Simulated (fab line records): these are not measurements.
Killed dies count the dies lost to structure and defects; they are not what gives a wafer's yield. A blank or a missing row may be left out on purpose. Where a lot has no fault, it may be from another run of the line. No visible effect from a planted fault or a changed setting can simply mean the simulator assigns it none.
What tool caused it?    flow nand_harc    6 lots with 18 wafers sampled at 5 steps, on a route of 1302 steps

== WHAT THE GAUGES READ, wafer by wafer ==
NHARC_A_M0_CD_MEAS_09: target cd 80 nm.
lot   measured      on         cd_nm (nm)
L768  day 23 12:47  cd_sem-03  78.6 79.9 79.4
L772  day 24 00:05  cd_sem-01  80.1 80.0 80.0
L769  day 24 06:20  cd_sem-01  80.1 80.2 80.4
L775  day 25 18:52  cd_sem-02  78.1 79.8 79.1
L785  day 30 05:50  cd_sem-03  79.8 79.2 80.5
L788  day 31 07:17  cd_sem-01  79.8 79.1 78.8

== WHICH TOOL RAN EACH LOT (tool, then ch and the chambers of the sampled wafers, then the start) ==
lot   NHARC_A_BLC_DESCUM_15               NHARC_A_BLC_ETCH_16                 NHARC_A_BLC_ETCH_17                            NHARC_A_M0_EXPOSE_06
L768  rie_diel-07 ch 1,2, day 23 08:53    rie_diel-07 ch 1,2, day 23 08:58    rie_diel-07 ch 1,2, day 23 12:38 or earlier    arfi_scanner-01 ch 0, day 23 12:38
L772  rie_diel-07 ch 0,1,3, day 23 20:14  rie_diel-07 ch 1,2,3, day 23 20:19  rie_diel-07 ch 0,1, day 23 23:57 or earlier    arfi_scanner-02 ch 0, day 23 23:57
L769  rie_diel-13 ch 0,1,2, day 24 02:26  rie_diel-13 ch 0,1,2, day 24 02:32  rie_diel-13 ch 0,1,2, day 24 06:12 or earlier  arfi_scanner-03 ch 0, day 24 06:12
L775  rie_diel-13 ch 0,2, day 25 14:50    rie_diel-13 ch 0,1,2, day 25 14:57  rie_diel-13 ch 0,1, day 25 18:43 or earlier    arfi_scanner-03 ch 0, day 25 18:43
L785  rie_diel-07 ch 0,2, day 30 01:48    rie_diel-07 ch 0,1, day 30 01:53    rie_diel-07 ch 1,2, day 30 05:41 or earlier    arfi_scanner-02 ch 0, day 30 05:41
L788  rie_diel-13 ch 0,3, day 31 03:24    rie_diel-13 ch 0,1,3, day 31 03:29  rie_diel-13 ch 0,1,2, day 31 07:10 or earlier  arfi_scanner-03 ch 0, day 31 07:10
- NHARC_A_BLC_DESCUM_15: chemistry O2, time 3 s.
- NHARC_A_BLC_ETCH_16: etches the open film in CF4, target depth 39 nm, time 65 s.
- NHARC_A_BLC_ETCH_17: etches the open film in N2/H2, target depth 390 nm, time 609.38 s.
- NHARC_A_M0_EXPOSE_06: exposes mask A M0, target cd 80 nm.

== THE ANSWER, worked out from the rows above alone ==
Rule: what is usual is taken from the lots themselves. The widest of any qualifying gaps counts: lots, ordered by their means at a reading, are off when they make up no more than a third of the lots, leave a main group of 4 or more, and stand apart from it by 3 or more times the standard deviation of that group's means. A main group is skipped when, at the precision printed for the reading in the tables above, its means are all equal. Also off: a lot with no number at a reading for which 4 or more lots have one. Where the step has rows for the other lots, those lots are counted as sound.
None of the lots is off at any reading shown; this tells nothing.

== WHAT WAS PUT IN BY THE SIMULATOR ==
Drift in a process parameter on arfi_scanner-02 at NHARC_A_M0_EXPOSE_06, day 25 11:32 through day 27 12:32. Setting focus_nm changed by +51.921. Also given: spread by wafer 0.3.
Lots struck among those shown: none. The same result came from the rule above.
